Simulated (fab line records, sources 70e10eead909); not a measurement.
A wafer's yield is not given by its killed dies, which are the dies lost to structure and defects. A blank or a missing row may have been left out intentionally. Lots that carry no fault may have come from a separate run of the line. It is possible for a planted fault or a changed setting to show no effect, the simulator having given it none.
8D (eight disciplines) problem report, filled in by code || flow nand harc || the parts of the form that need people (team, actions taken, sign-off) are left out

## 1. THE PROBLEM
At NHARC_A_ONON_D1_THK_MEAS_24, thk nm averages 1472 nm over 6 wafers from 2 lots, while fault-free wafers read 1002 nm, standard deviation 11. That is +43 standard deviations from the usual mean.
The step: measures by ellipsometry.
The first sign was on wafer L910.1 at day 12 21:29, on film metro-02. The record holds 36 wafers of 12 lots with a number at this step. By rule, "out" or "out of limits" means more than 4 standard deviations away from the usual mean. Any other wafer with a number is counted as sound.

## 2. WHAT IT IS; WHAT IT IS NOT
{"question": "which readings at this step", "is": "thk nm", "is not": "-"}
{"question": "which lots", "is": "L910, L913", "is not": "L899, L901, L902, L903, L905, L906, L908, L914, L919, L921"}
{"question": "which wafers of those lots", "is": "all that have a number", "is not": "-"}
{"question": "read on which gauges", "is": "film metro-02", "is not": "film metro-01"}
{"question": "when", "is": "from day 12 21:29", "is not": "up to then (21 sound wafers); but 9 sound wafers of L914, L919, L921 came after"}

## 3. SUSPECTS, AND WHAT RULES EACH OUT
Counting: a tool stays on the suspect list if, at a process step up to the reading, it processed all lots that are out and no sound lot following the first of them.
- the gauge at NHARC_A_ONON_D1_THK_MEAS_24 has been ruled out. All the wafers that are out were read on film metro-02, but those of them that NHARC_END_SORT_01 has rows for are out there too, on other tools.
- pvd sputter-03 at NHARC_P_BONDPAD_DEGAS_25 (time 60 s): kept. Every lot that is out went through it, starting with L910 (day 11 08:12), and after that it ran no sound lot; the last sound lot it ran before then is L906 (day 9 11:14).
- rie diel-04 at NHARC_A_ZERO_WELL_DESCUM_12 (chemistry O2, time 3 s): ruled out as a lasting fault. The sound lots L914, L919 went through it after L910, its earliest lot that is out (day 11 11:19).
- rtp anneal-01 at NHARC_A_ZERO_WELL_RTA_16 (time 10 s): ruled out as a lasting fault. The sound lots L919 went through it after L910, its earliest lot that is out (day 11 12:25).
- pecvd onon-02 at NHARC_A_ONON_D1_DEP_22 (target thk 1000 nm): kept. Every lot that is out went through it, starting with L910 (day 12 20:59), and after that it ran no sound lot; the last sound lot it ran before then is L908 (day 12 03:55).
Remaining after the count are pvd sputter-03 at NHARC_P_BONDPAD_DEGAS_25 and pecvd onon-02 at NHARC_A_ONON_D1_DEP_22.

## 4. THE CAUSE (what the simulator had put in)
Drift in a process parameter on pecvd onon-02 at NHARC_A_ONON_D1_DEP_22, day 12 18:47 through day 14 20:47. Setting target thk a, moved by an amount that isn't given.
Counting leaves 2 suspects; this tool is one of them.

## 5. THE EFFECT CHAIN, in route order
Each row: a reading whose mean over the struck wafers that have a number lies more than 3 standard deviations from the usual. Readings are gone through only where the record gives a usual standard deviation; hours: the median, over the lots, of the time from a lot's start at the first step in this table giving one to that lot's start at this step; sigmas: the change measured in usual standard deviations.
{"hours": 0, "step": "NHARC_A_ONON_D1_THK_MEAS_24", "reading": "thk nm", "usual": "1002 nm", "on struck wafers": 1472, "change": "+470", "sigmas": "+43"}
{"hours": 384, "step": "NHARC_END_SORT_01", "reading": "killed at array", "usual": 57, "on struck wafers": 675, "change": "+618", "sigmas": "+34"}
{"hours": 384, "step": "NHARC_END_SORT_01", "reading": "killed dies", "usual": 62, "on struck wafers": 677, "change": "+615", "sigmas": "+34"}

## 6. WHAT WOULD HAVE CAUGHT IT SOONER
Counted from the fault's start at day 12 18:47, it took 3 hours until the first out-of-limits reading at a measuring or inspecting step in this record, taken at day 12 21:29.
Among the 2 lots that are out, L913 began NHARC_A_ONON_D1_DEP_22 on pecvd onon-02 after day 12 21:29. It would have been spared by a hold on the tool at that moment.
